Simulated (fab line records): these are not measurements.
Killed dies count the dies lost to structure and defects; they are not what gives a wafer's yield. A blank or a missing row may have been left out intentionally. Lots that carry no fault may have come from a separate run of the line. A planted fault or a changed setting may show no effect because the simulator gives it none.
Which tool did it? | flow n5Finfet | Sampling: 6 lots, 17 wafers, 2 of 1938 route steps

WHAT THE GAUGES READ, wafer by wafer
N5_FIN_SAQP_THK_MEAS_07.
lot  | measured    | on           | thkNm (nm)
L825 | day 2 03:32 | filmMetro-02 | 58.8 60.2 60.2
L827 | day 2 15:52 | filmMetro-01 | 59.5 58.1 60.8
L830 | day 3 08:58 | filmMetro-01 | 59.1 59.5 60.5
L835 | day 4 15:05 | filmMetro-01 | 59.0 59.2
L842 | day 6 11:40 | filmMetro-02 | 59.1 59.7 61.2
L847 | day 7 15:20 | filmMetro-01 | 58.4 59.5 60.2

WHICH TOOL RAN EACH LOT (tool, then ch and the chambers of the sampled wafers, then the start)
lot  | N5_PMOS_HMC_CHANNEL_EPI_CMP_21
L825 | cmp-02 ch 0,3, day 2 01:46
L827 | cmp-01 ch 2,3, day 2 13:09
L830 | cmp-01 ch 0,2,3, day 3 07:26
L835 | cmp-04 ch 2,3, day 4 13:08
L842 | cmp-01 ch 0,1, day 6 10:05
L847 | cmp-02 ch 2,3, day 7 13:34
- N5_PMOS_HMC_CHANNEL_EPI_CMP_21: polishes SiGe30, target thk 54 nm.

THE ANSWER, worked out from the rows above alone
Rule: the lots themselves supply what counts as usual. The widest of any qualifying gaps counts: lots, ordered by their means at a reading, are off when they make up no more than a third of the lots, leave a main group of 4 or more, and stand apart from it by 3 or more times the standard deviation of that group's means. If all means in a main group match to the digits the tables above print for the reading, that group is not used. A lot without any number at a reading at which 4 lots or more have one is off too. All remaining lots with rows at the step are treated as sound.
No lot is off at any reading shown: from this, nothing can be told.

WHAT THE SIMULATOR PUT IN
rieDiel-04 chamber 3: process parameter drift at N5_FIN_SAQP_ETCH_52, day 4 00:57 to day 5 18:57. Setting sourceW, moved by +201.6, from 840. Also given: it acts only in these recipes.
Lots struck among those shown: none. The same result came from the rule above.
